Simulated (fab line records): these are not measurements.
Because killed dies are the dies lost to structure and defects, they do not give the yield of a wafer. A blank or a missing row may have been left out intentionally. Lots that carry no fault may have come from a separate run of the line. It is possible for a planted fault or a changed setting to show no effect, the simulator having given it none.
A lot that was struck, set against a sound lot :: flow n5_finfet :: 29 steps out of a route of 1938
Sound: wafers L440.2, L440.3, L440.5. Wafers struck: L437.1, L437.3, L437.5. Last of all comes the cause.
Each step with rows lists, per side, the tool, then ch with its chambers, then its first start. Under that, the readings that differ: sound wafers :: struck wafers :: difference of the means :: sigmas: that difference in standard deviations of wafers without a fault.
alike: a reading whose means differ by less than 2 such deviations, as well as words and numbers matching on both sides. not compared: withheld readings; readings where some wafer has no value; bounds like >300 that might hide an equal value; numbers whose values overlap and for which the record gives no deviation.
The two part at a step that has a row with sigmas, a row that says differs or no value, or rows on one side only. Non-overlapping numbers with no deviation appear without sigmas and do not part them. A reading that every wafer of one side lacks parts them only if that side has two wafers or more.

first, 9 steps without rows for these wafers: N5_BEOL_M3_DESCUM_16 (chemistry O2, time 7 s); N5_BEOL_M3_ETCH_74 (etches underlayer in N2/H2, target depth 6.5 nm, time 5.2 s); N5_BEOL_M3_ETCH_63 (etches SiARC in CF4, target depth 15.6 nm, time 26 s); N5_BEOL_M3_ETCH_64 (etches SOC in N2/H2, target depth 75 nm, overetch 15 nm, time 112.5 s); N5_BEOL_M3_STRIP_65 (strips in N2/H2); N5_BEOL_M3_STRIP_75 (strips in N2/H2); N5_BEOL_M3_STRIP_66 (strips in CF4); N5_BEOL_M3_HM_OPEN_17 (chemistry Cl2/BCl3, target TiN, target depth 20 nm, overetch 6 nm); N5_BEOL_M3_STRIP_19 (strips in O2).
N5_BEOL_M3_COAT_67: time 60 s, resist thk 60 nm.
  sound on litho_track-01 ch 0, day 10 14:32; struck on litho_track-05 ch 0, day 10 05:34
reading: spin_speed_rpm (rpm)
sound: 1500.8 1499.1 1499.3
struck: 1847.1 1845.7 1845.0
difference: +346.2
sigmas: +99 or more

reading: model.SOC_of_BEOL_M3_COAT_67.thk_nm (nm)
sound: 59.8 59.6 60
struck: 54 54.2 54
difference: -6
sigmas: 
then, 13 steps without rows for these wafers: N5_BEOL_M3_COAT_68 (time 60 s, resist thk 12 nm); N5_BEOL_M3_COAT_76 (time 60 s, resist thk 5 nm); N5_BEOL_M3_COAT_22 (resist thk 30 nm); N5_BEOL_M3_EBR_24; N5_BEOL_M3_SOFTBAKE_23 (time 60 s); N5_BEOL_M3_EXPOSE_25 (exposes mask V2, defocus 5 nm); N5_BEOL_M3_PEB_26 (peb time 60 s); N5_BEOL_M3_DEVELOP_27 (develop time 30 s); N5_BEOL_M3_DESCUM_33 (chemistry O2, time 7 s); N5_BEOL_M3_ETCH_77 (etches underlayer in N2/H2, target depth 6.5 nm, time 5.2 s); N5_BEOL_M3_ETCH_69 (etches SiARC in CF4, target depth 15.6 nm, time 26 s); N5_BEOL_M3_ALD_98 (deposits SiO2, target thk 2.5 nm, pulse time 1 s, co reactant pulse time 1 s); N5_BEOL_M3_ETCHBACK_99 (etches SiO2 in CHF3, target depth 5 nm, time 10.4 s).
N5_BEOL_M3_ETCH_70: etches SOC in N2/H2, target depth 80 nm, overetch 16 nm, time 120 s.
  sound on rie_diel-04 ch 0,1,3, day 10 21:13; struck on rie_diel-01 ch 1,3, day 10 13:39
reading: model.etch.depth_nm (nm)
sound: 59.85 59.65 59.92
struck: 54.08 54.17 54.06
difference: -5.70
sigmas: 
  alike: chamber_pressure_mTorr, drypump_motor_current_A, oes_product_au, rf_vpp_V, showerhead_plenum_p_Torr, throttle_valve_pct
  not compared: rf_hours_counter_h
then, 2 steps without rows for these wafers: N5_BEOL_M3_STRIP_71 (strips in N2/H2); N5_BEOL_M3_STRIP_78 (strips in N2/H2).
N5_BEOL_M3_VIA_ETCH_34: etches the open film in C4F6/O2, target depth 69.4 nm, time 65.9 s.
  sound on rie_diel-04 ch 0,1,3, day 10 21:19; struck on rie_diel-01 ch 1,3, day 10 13:45
reading: model.SOC_of_BEOL_M3_COAT_67.thk_nm (nm)
sound: 51.8 51.6 51.6
struck: 45.8 46 46
difference: -5.7
sigmas: 
  alike: chamber_pressure_mTorr, drypump_motor_current_A, oes_ar_750_au, oes_product_au, rf_vpp_V, showerhead_plenum_p_Torr, throttle_valve_pct
  not compared: rf_hours_counter_h
then, 1 step without rows for these wafers: N5_BEOL_M3_STRIP_83 (strips in C4F6/O2).
N5_BEOL_M4_RC_MEAS_101:
  sound on prober-01 ch 0, day 11 12:13; struck on prober-01 ch 0, day 11 08:23
  alike: DIBL_N, DIBL_P, IOFF_N, IOFF_P, ION_N, ION_P, SS_N, SS_P, VT_N, VT_P

## WHERE THEY PART
N5_BEOL_M3_COAT_67 only, going by this record. Later steps at which nothing parts them and some readings are alike: N5_BEOL_M3_ETCH_70, N5_BEOL_M3_VIA_ETCH_34, N5_BEOL_M4_RC_MEAS_101.

WHY: whatever the simulator had introduced
Process parameters drifting: litho_track-05 at N5_BEOL_M3_COAT_67, beginning at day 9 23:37. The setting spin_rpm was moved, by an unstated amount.
